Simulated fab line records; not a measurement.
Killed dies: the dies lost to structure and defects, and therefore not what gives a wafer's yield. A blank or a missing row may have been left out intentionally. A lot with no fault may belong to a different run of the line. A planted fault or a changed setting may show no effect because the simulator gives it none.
What tool caused it?    flow n5 finfet    10 lots with 30 wafers sampled at 6 steps, on a route of 1938 steps

WHAT EACH GAUGE READ, for each wafer
N5_BEOL_M3_RS_MEAS_58: measurement is done with a four-point probe. Usual: for M3_RS the level is 0.67 ohm/sq and the standard deviation is 0.031.
lot   measured      on             M3_RS (ohm/sq)  flag
L991  day 7 07:43   film metro-01  0.65 0.67 0.64  
L992  day 7 19:35   film metro-01  0.66 0.65 0.60  
L997  day 8 20:44   film metro-01  0.69 0.63 0.61  
L998  day 9 09:43   film metro-02  0.66 0.64 0.63  
L107  day 11 06:00  film metro-01  0.70 0.74 0.66  
L110  day 11 22:45  film metro-01  0.71 0.65 0.69  
L109  day 12 01:13  film metro-01  0.71 0.64 0.66  
L111  day 12 19:49  film metro-01  0.70 0.71 0.65  
L112  day 13 01:42  film metro-01  0.68 0.64 0.63  
L113  day 13 04:02  film metro-01  0.69 0.72 0.70  

N5_BEOL_M4_OCD_MEAS_38. Usual: 55.8 nm for trench depth nm, sd 0.8.
lot   measured      on      trench depth nm (nm)  flag
L991  day 7 13:37   ocd-01  57.5 55.8 56.2        
L992  day 8 08:11   ocd-01  55.6 57.0 56.2        
L997  day 9 07:01   ocd-02  - - -                 OFF
L998  day 9 18:19   ocd-02  - - -                 OFF
L107  day 11 21:30  ocd-02  55.1 56.1 55.6        
L110  day 12 06:46  ocd-01  55.6 55.7 55.7        
L109  day 12 15:14  ocd-01  54.7 55.3 55.7        
L111  day 13 03:56  ocd-01  55.7 55.0 55.0        
L112  day 13 08:53  ocd-02  55.2 57.9 55.6        
L113  day 13 15:44  ocd-02  55.9 54.9 55.5        

N5_BEOL_M4_RC_MEAS_101. Usual: DIBL_N 36.3 mV/V, standard deviation 1.4; DIBL_P 36.2 mV/V, standard deviation 1.5; IOFF_N 0.160 nA/um, standard deviation 0.021; IOFF_P 0.211 nA/um, standard deviation 0.027; ION_N 676 uA/um, standard deviation 7.7; ION_P 463 uA/um, standard deviation 5.5; SS_N 71.4 mV/dec, standard deviation 0.57; SS_P 73.3 mV/dec, standard deviation 0.58; VT_N 249.3 mV, standard deviation 2.5; VT_P -250.1 mV, standard deviation 2.6.
lot   measured      on         DIBL_N (mV/V)   DIBL_P (mV/V)   IOFF_N (nA/um)     IOFF_P (nA/um)     ION_N (uA/um)  ION_P (uA/um)  SS_N (mV/dec)   SS_P (mV/dec)   VT_N (mV)          VT_P (mV)             flag
L991  day 7 19:00   prober-01  34.3 35.3 36.3  34.3 34.4 35.6  0.147 0.144 0.168  0.183 0.182 0.192  673 667 679    460 455 460    71.0 71.3 72.2  73.4 73.5 73.1  249.2 251.0 247.8  -253.5 -253.1 -251.2  
L992  day 8 13:32   prober-01  38.2 37.7 39.7  38.3 36.9 38.2  0.174 0.154 0.195  0.251 0.215 0.248  683 675 675    471 464 465    72.4 72.0 72.0  73.7 73.3 73.9  248.6 250.5 248.5  -245.4 -246.7 -249.7  
L107  day 12 01:35  prober-01  38.8 36.8 35.9  38.3 36.7 34.8  0.210 0.172 0.150  0.260 0.236 0.195  679 685 666    466 462 452    71.5 71.6 71.4  73.9 73.6 73.1  245.5 248.6 250.7  -248.1 -248.9 -251.8  
L110  day 12 12:07  prober-02  35.1 35.0 34.2  33.6 34.5 33.2  0.140 0.153 0.135  0.178 0.185 0.174  667 680 668    459 460 455    70.2 71.4 70.4  72.8 73.0 72.7  251.3 246.7 249.4  -250.3 -255.1 -253.7  
L109  day 12 19:37  prober-02  35.0 35.2 38.0  34.3 34.6 37.7  0.146 0.144 0.191  0.194 0.202 0.251  679 667 679    467 462 467    70.6 70.2 70.8  72.6 72.6 73.4  249.2 249.8 243.9  -249.9 -249.2 -248.9  
L111  day 13 08:55  prober-02  36.2 33.3 35.4  37.0 34.4 36.0  0.155 0.112 0.134  0.210 0.168 0.185  681 667 676    465 460 465    71.0 70.5 71.1  72.6 72.3 72.1  248.7 252.3 250.8  -248.2 -251.6 -252.4  
L112  day 13 12:47  prober-01  36.7 34.1 34.5  38.9 35.2 36.2  0.172 0.128 0.141  0.245 0.191 0.199  678 662 671    468 462 461    71.2 70.9 70.6  73.8 72.5 73.5  248.6 250.9 251.8  -249.6 -248.4 -251.2  
L113  day 13 20:19  prober-01  36.9 36.1 37.2  37.2 36.4 37.9  0.179 0.162 0.189  0.233 0.231 0.242  680 683 687    468 469 471    71.7 71.4 72.7  73.4 74.0 74.3  249.0 249.9 247.6  -246.6 -250.1 -248.8  

WHICH TOOL RAN EACH LOT (tool, then ch and the chambers of the sampled wafers, then the start)
lot   N5_BEOL_M3_ANNEAL_51              N5_BEOL_M3_PRE_CLEAN_60           N5_BEOL_M4_ILD_DEP_00
L991  rtp anneal-01 ch 0, day 7 06:54   cvd co-02 ch 0,1, day 7 07:29     pecvd-03 ch 0,1,2, day 7 07:47
L992  rtp anneal-01 ch 0, day 7 18:43   cvd co-02 ch 0,2, day 7 19:22     pecvd-02 ch 0,1,2, day 7 19:39
L997  rtp anneal-01 ch 0, day 8 19:58   cvd co-01 ch 0,1,2, day 8 20:31   pecvd-04 ch 0,2, day 8 20:48
L998  rtp anneal-01 ch 0, day 9 08:56   cvd co-02 ch 0,1, day 9 09:28     pecvd-04 ch 0,1,2, day 9 09:46
L107  rtp anneal-02 ch 0, day 11 05:11  cvd co-02 ch 0,1,2, day 11 05:46  pecvd-02 ch 0,2, day 11 06:04
L110  rtp anneal-01 ch 0, day 11 21:49  cvd co-02 ch 0,1, day 11 22:32    pecvd-04 ch 0,1, day 11 22:49
L109  rtp anneal-02 ch 0, day 12 00:25  cvd co-01 ch 1,2, day 12 00:59    pecvd-03 ch 1,2, day 12 01:17
L111  rtp anneal-02 ch 0, day 12 18:56  cvd co-01 ch 0,1,2, day 12 19:35  pecvd-03 ch 0,1,2, day 12 19:52
L112  rtp anneal-02 ch 0, day 13 00:53  cvd co-02 ch 1,2, day 13 01:29    pecvd-03 ch 1,2, day 13 01:46
L113  rtp anneal-01 ch 0, day 13 03:11  cvd co-02 ch 0,2, day 13 03:49    pecvd-04 ch 1,2, day 13 04:06
- N5_BEOL_M3_ANNEAL_51: time 90 s.
- N5_BEOL_M3_PRE_CLEAN_60: time 15 s.
- N5_BEOL_M4_ILD_DEP_00: deposits SiOC from DEMS/O2, target thk 79 nm, time 15.3 s.

AS READ BY THE TOOLS THEMSELVES (means over the sampled wafers that have a number; for cases with no such wafer, the mark the record gives instead)
N5_BEOL_M3_ANNEAL_51. Usual: 226.0 for wafer_temp_C_max, sd 0.51.
lot   tool           wafer_temp_C_max  flag
L991  rtp anneal-01  225.8             
L992  rtp anneal-01  225.9             
L997  rtp anneal-01  225.6             
L998  rtp anneal-01  225.9             
L107  rtp anneal-02  227.1             
L110  rtp anneal-01  226.0             
L109  rtp anneal-02  227.1             
L111  rtp anneal-02  226.6             
L112  rtp anneal-02  226.4             
L113  rtp anneal-01  225.7             

N5_BEOL_M3_PRE_CLEAN_60. Usual: 97 W for heater power w, sd 20.
lot   tool       heater power w (W)  flag
L991  cvd co-02  84                  
L992  cvd co-02  85                  
L997  cvd co-01  90                  
L998  cvd co-02  101                 
L107  cvd co-02  101                 
L110  cvd co-02  87                  
L109  cvd co-01  82                  
L111  cvd co-01  92                  
L112  cvd co-02  118                 
L113  cvd co-02  86                  

N5_BEOL_M4_ILD_DEP_00. Usual: chamber pressure Torr 4.999 Torr, standard deviation 0.014; heater power outer w 273 W, standard deviation 52; heater power w 498 W, standard deviation 75; showerhead plenum p Torr 5.700 Torr, standard deviation 0.015; susceptor temp C 349.96 C, standard deviation 0.21; throttle valve pct 11.7 %, standard deviation 0.69.
lot   tool      chamber pressure Torr (Torr)  heater power outer w (W)  heater power w (W)  showerhead plenum p Torr (Torr)  susceptor temp C (C)  throttle valve pct (%)  flag
L991  pecvd-03  4.994                         270                       505                 5.721                            350.00                11.5                    
L992  pecvd-02  5.007                         292                       507                 5.686                            349.98                12.1                    
L997  pecvd-04  -                             -                         -                   -                                -                     -                       OFF
L998  pecvd-04  -                             -                         -                   -                                -                     -                       OFF
L107  pecvd-02  5.002                         286                       506                 5.679                            349.86                12.5                    
L110  pecvd-04  4.998                         290                       535                 5.692                            349.78                11.5                    
L109  pecvd-03  5.010                         271                       522                 5.708                            349.89                11.6                    
L111  pecvd-03  4.995                         289                       515                 5.707                            349.99                11.3                    
L112  pecvd-03  4.997                         281                       511                 5.703                            349.95                11.5                    
L113  pecvd-04  5.004                         295                       516                 5.701                            349.97                11.1                    

THE ANSWER, worked out from the rows above alone
Rule: a lot is off if the mean of its wafers that have a number lies more than 3 standard deviations from the usual mean. Also off: a lot with no number at a reading for which 4 or more lots have one. The other lots that the step has rows for count as sound. After the gauges, taken in route order, come the tools' own readings; for these a lot's mean is taken, as printed above. At the first step where some lot is off, the reading lying furthest off is the one used; lots without a number count as furthest.
Off: L997, L998 (N5_BEOL_M4_OCD_MEAS_38, trench depth nm). Without a number there: L997, L998.
If a tool, at a process step before that reading, ran all the lots that are off and no sound lot after the first of them, it fits. The gauges at N5_BEOL_M4_OCD_MEAS_38 aren't tried: what is off there is off at N5_BEOL_M4_ILD_DEP_00 too, on other tools, and a gauge's error can't cause that. Of those tried, none fits.

WHAT WAS PUT IN BY THE SIMULATOR
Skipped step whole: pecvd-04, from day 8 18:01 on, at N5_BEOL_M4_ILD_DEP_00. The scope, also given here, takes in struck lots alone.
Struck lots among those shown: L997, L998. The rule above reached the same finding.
